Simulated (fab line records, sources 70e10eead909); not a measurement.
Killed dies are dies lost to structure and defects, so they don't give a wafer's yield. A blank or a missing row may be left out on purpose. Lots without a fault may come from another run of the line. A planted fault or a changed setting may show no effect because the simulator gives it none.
Which tool did it? | flow nand_harc | 12 lots, 36 wafers sampled, at 4 steps of a route of 1302

WHAT THE GAUGES READ, wafer by wafer
NHARC_P_M0_THK_MEAS_24: measures by xrf.
lot  | measured     | on            | thk_nm (nm)
L631 | day 6 07:53  | film_metro-02 | 117.9 115.1 115.4
L630 | day 6 08:42  | film_metro-02 | 117.8 115.8 119.2
L632 | day 7 00:35  | film_metro-02 | 118.4 119.4 118.6
L633 | day 7 08:05  | film_metro-01 | 119.8 115.1 118.3
L634 | day 7 16:23  | film_metro-01 | 115.8 117.9 118.2
L635 | day 8 05:40  | film_metro-01 | 117.9 116.9 118.1
L637 | day 8 22:46  | film_metro-01 | 119.2 118.2 119.2
L640 | day 10 08:49 | film_metro-01 | 119.5 116.2 120.3
L643 | day 11 12:50 | film_metro-01 | 117.8 114.9 115.4
L642 | day 11 13:52 | film_metro-01 | 119.8 116.2 118.4
L648 | day 13 12:40 | film_metro-02 | 114.6 116.8 117.5
L651 | day 14 17:36 | film_metro-01 | 118.3 116.1 118.3

NHARC_P_M2_CD_MEAS_09: target cd 170 nm.
lot  | measured     | on        | cd_nm (nm)
L631 | day 6 13:36  | cd_sem-03 | 170.8 171.1 171.2
L630 | day 6 14:28  | cd_sem-02 | 169.4 168.5 169.2
L632 | day 7 06:17  | cd_sem-03 | 169.9 170.4 171.0
L633 | day 7 13:55  | cd_sem-01 | 170.2 170.7 169.6
L634 | day 7 21:50  | cd_sem-01 | 169.2 169.5 169.7
L635 | day 8 11:23  | cd_sem-03 | 168.8 169.1 168.6
L637 | day 9 04:26  | cd_sem-03 | 170.3 170.1 169.6
L640 | day 10 14:26 | cd_sem-01 | 169.9 170.1 169.6
L643 | day 11 18:35 | cd_sem-03 | 170.0 170.2 169.5
L642 | day 11 19:34 | cd_sem-03 | 169.8 169.6 169.4
L648 | day 13 18:13 | cd_sem-03 | 184.4 185.1 183.0
L651 | day 14 23:22 | cd_sem-02 | 185.0 183.9 184.0

WHICH TOOL RAN EACH LOT (tool, then ch and the chambers of the sampled wafers, then the start)
lot  | NHARC_P_M1_ETCH_15                            | NHARC_P_M2_PEB_07
L631 | rie_diel-01 ch 0,2, day 6 13:31 or earlier    | litho_track-01 ch 0, day 6 13:31
L630 | rie_diel-01 ch 1,2,3, day 6 14:23 or earlier  | litho_track-06 ch 0, day 6 14:23
L632 | rie_diel-12 ch 0,1,2, day 7 06:12 or earlier  | litho_track-01 ch 0, day 7 06:12
L633 | rie_diel-01 ch 1,3, day 7 13:50 or earlier    | litho_track-06 ch 0, day 7 13:50
L634 | rie_diel-01 ch 0,2, day 7 21:45 or earlier    | litho_track-04 ch 0, day 7 21:45
L635 | rie_diel-01 ch 0,1,2, day 8 11:19 or earlier  | litho_track-04 ch 0, day 8 11:19
L637 | rie_diel-01 ch 0,2,3, day 9 04:21 or earlier  | litho_track-01 ch 0, day 9 04:21
L640 | rie_diel-12 ch 0,1, day 10 14:21 or earlier   | litho_track-06 ch 0, day 10 14:21
L643 | rie_diel-12 ch 0,1,3, day 11 18:30 or earlier | litho_track-06 ch 0, day 11 18:30
L642 | rie_diel-01 ch 0,1,3, day 11 19:29 or earlier | litho_track-04 ch 0, day 11 19:29
L648 | rie_diel-12 ch 0,1,3, day 13 18:08 or earlier | litho_track-04 ch 0, day 13 18:08
L651 | rie_diel-12 ch 0,1,3, day 14 23:17 or earlier | litho_track-04 ch 0, day 14 23:17
- NHARC_P_M1_ETCH_15: etches the open film in C4F8/Ar, target depth 182.5 nm, time 91.2 s.
- NHARC_P_M2_PEB_07: peb time 65 s.

WHAT THE TOOLS THEMSELVES READ (means of the sampled wafers that have a number; where no wafer has one, the mark that the record gives instead)
NHARC_P_M1_ETCH_15.
lot  | tool        | oes_product_au (a.u.) | rf_vpp_V (V)
L631 | rie_diel-01 | 0.984                 | 439.2
L630 | rie_diel-01 | 0.923                 | 441.4
L632 | rie_diel-12 | 0.970                 | 439.0
L633 | rie_diel-01 | 0.970                 | 442.4
L634 | rie_diel-01 | 0.941                 | 439.8
L635 | rie_diel-01 | 0.974                 | 440.8
L637 | rie_diel-01 | 0.971                 | 440.7
L640 | rie_diel-12 | 0.934                 | 437.5
L643 | rie_diel-12 | 0.965                 | 437.4
L642 | rie_diel-01 | 0.964                 | 441.0
L648 | rie_diel-12 | 0.922                 | 438.0
L651 | rie_diel-12 | 0.966                 | 437.2

NHARC_P_M2_PEB_07.
lot  | tool           | heater_power_total_W (W) | plate_temp_C (C) | resist_line_temp_C (C)
L631 | litho_track-01 | 156.9                    | 99.99            | 23.00
L630 | litho_track-06 | 156.6                    | 99.97            | 23.05
L632 | litho_track-01 | 156.7                    | 100.08           | 23.03
L633 | litho_track-06 | 157.1                    | 100.11           | 23.03
L634 | litho_track-04 | 157.0                    | 100.01           | 22.96
L635 | litho_track-04 | 156.3                    | 100.09           | 22.95
L637 | litho_track-01 | 156.7                    | 99.80            | 22.86
L640 | litho_track-06 | 156.8                    | 99.91            | 23.02
L643 | litho_track-06 | 156.5                    | 99.82            | 23.10
L642 | litho_track-04 | 156.4                    | 100.05           | 23.02
L648 | litho_track-04 | 166.4                    | 104.72           | 22.94
L651 | litho_track-04 | 166.5                    | 104.58           | 22.89

THE ANSWER, worked out from the rows above alone
Rule: what is usual is taken from the lots themselves. Put in order of their means at a reading, lots are off if they are a third of the lots or fewer, leave a main group of 4 or more, and stand apart from it by a gap of 3 or more times the standard deviation of the main group's means; of several such gaps the widest counts. A main group whose means are all the same, to the digits that the tables above print for the reading, isn't used. A lot without any number at a reading at which 4 lots or more have one is off too. The other lots that the step has rows for count as sound. The gauges are gone through in route order, then the tools' own readings, and for those a lot's mean is taken as printed above. The first step at which some lot is off is used, and at that step the reading that is off furthest; a lot without a number counts as furthest.
Off: L648, L651, at NHARC_P_M2_CD_MEAS_09 (cd_nm). The main group: mean 169.8 nm, standard deviation 0.61.
A tool fits if, at a process step before that reading, it ran every lot that is off, and no sound lot after the first of them. The gauges at NHARC_P_M2_CD_MEAS_09 aren't tried: what is off there is off at NHARC_P_M2_PEB_07 too, on other tools, and a gauge's error can't cause that. NHARC_P_M1_ETCH_15 gives no start for some lots, so the hours and the order of its lots are those of NHARC_P_M2_PEB_07. Can't be told from this: 2 tools fit, rie_diel-12 at NHARC_P_M1_ETCH_15, litho_track-04 at NHARC_P_M2_PEB_07.

WHAT THE SIMULATOR HAD PUT IN
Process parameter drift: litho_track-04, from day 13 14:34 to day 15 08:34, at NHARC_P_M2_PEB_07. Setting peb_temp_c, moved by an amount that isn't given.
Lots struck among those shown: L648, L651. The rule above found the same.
